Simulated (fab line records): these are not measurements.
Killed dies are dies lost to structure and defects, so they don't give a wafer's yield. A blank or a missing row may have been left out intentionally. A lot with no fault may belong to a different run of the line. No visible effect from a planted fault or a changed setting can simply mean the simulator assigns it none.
Chamber matching / flow n5-finfet / N5_BEOL_M3_ALD_84 on ald-metal-04: 4 sister chambers
The step deposits TaN, pulse time 2 s, purge time 3 s, co reactant purge time 2 s. 8 wafers are shown with their chamber, then 8 later ones without.

WAFERS, EACH WITH ITS CHAMBER
wafer=L082.1; chamber=0; heater-power-w (W)=405; susceptor-temp-C (C)=275.11
wafer=L082.2; chamber=1; heater-power-w (W)=454; susceptor-temp-C (C)=275.45
wafer=L083.3; chamber=3; heater-power-w (W)=379; susceptor-temp-C (C)=275.27
wafer=L083.6; chamber=3; heater-power-w (W)=386; susceptor-temp-C (C)=274.99
wafer=L085.3; chamber=0; heater-power-w (W)=426; susceptor-temp-C (C)=274.93
wafer=L085.4; chamber=2; heater-power-w (W)=429; susceptor-temp-C (C)=275.11
wafer=L085.5; chamber=1; heater-power-w (W)=463; susceptor-temp-C (C)=275.18
wafer=L088.1; chamber=2; heater-power-w (W)=428; susceptor-temp-C (C)=274.87

WAFERS WITH NO CHAMBER GIVEN
wafer=L088.4; heater-power-w (W)=427; susceptor-temp-C (C)=274.68
wafer=L088.6; heater-power-w (W)=387; susceptor-temp-C (C)=275.12
wafer=L094.2; heater-power-w (W)=448; susceptor-temp-C (C)=275.00
wafer=L094.3; heater-power-w (W)=414; susceptor-temp-C (C)=274.73
wafer=L094.6; heater-power-w (W)=426; susceptor-temp-C (C)=275.30
wafer=L097.1; heater-power-w (W)=470; susceptor-temp-C (C)=275.08
wafer=L097.2; heater-power-w (W)=427; susceptor-temp-C (C)=274.71
wafer=L097.3; heater-power-w (W)=417; susceptor-temp-C (C)=275.03

WHICH CHAMBER EACH ONE RAN IN
wafer=L088.4; from the rows above=can't be placed: 2 or 0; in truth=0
wafer=L088.6; from the rows above=3; in truth=3
wafer=L094.2; from the rows above=can't be placed: 1 or 2 or 0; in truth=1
wafer=L094.3; from the rows above=can't be placed: 0 or 2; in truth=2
wafer=L094.6; from the rows above=can't be placed: 2 or 0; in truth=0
wafer=L097.1; from the rows above=1; in truth=1
wafer=L097.2; from the rows above=can't be placed: 2 or 0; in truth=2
wafer=L097.3; from the rows above=can't be placed: 0 or 2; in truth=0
Correct placement for 2 of the 8. From these rows, 6 cannot be placed; in 6 the true chamber is one of the candidates. Wrongly placed: 0.
How it was worked out, from the rows above alone: a wafer's distance from a chamber is the root of the sum, over the readings, of the square of ((its reading less the chamber's mean) divided by the reading's scatter). If the next closest chamber is less than 2 further off than the closest, the wafer can't be placed; otherwise it belongs to the closest. A chamber's mean is the mean of its shown wafers. The scatter: the root of (the sum of the squares of (reading less its chamber's mean) over the shown wafers, divided by (wafers less chambers)).
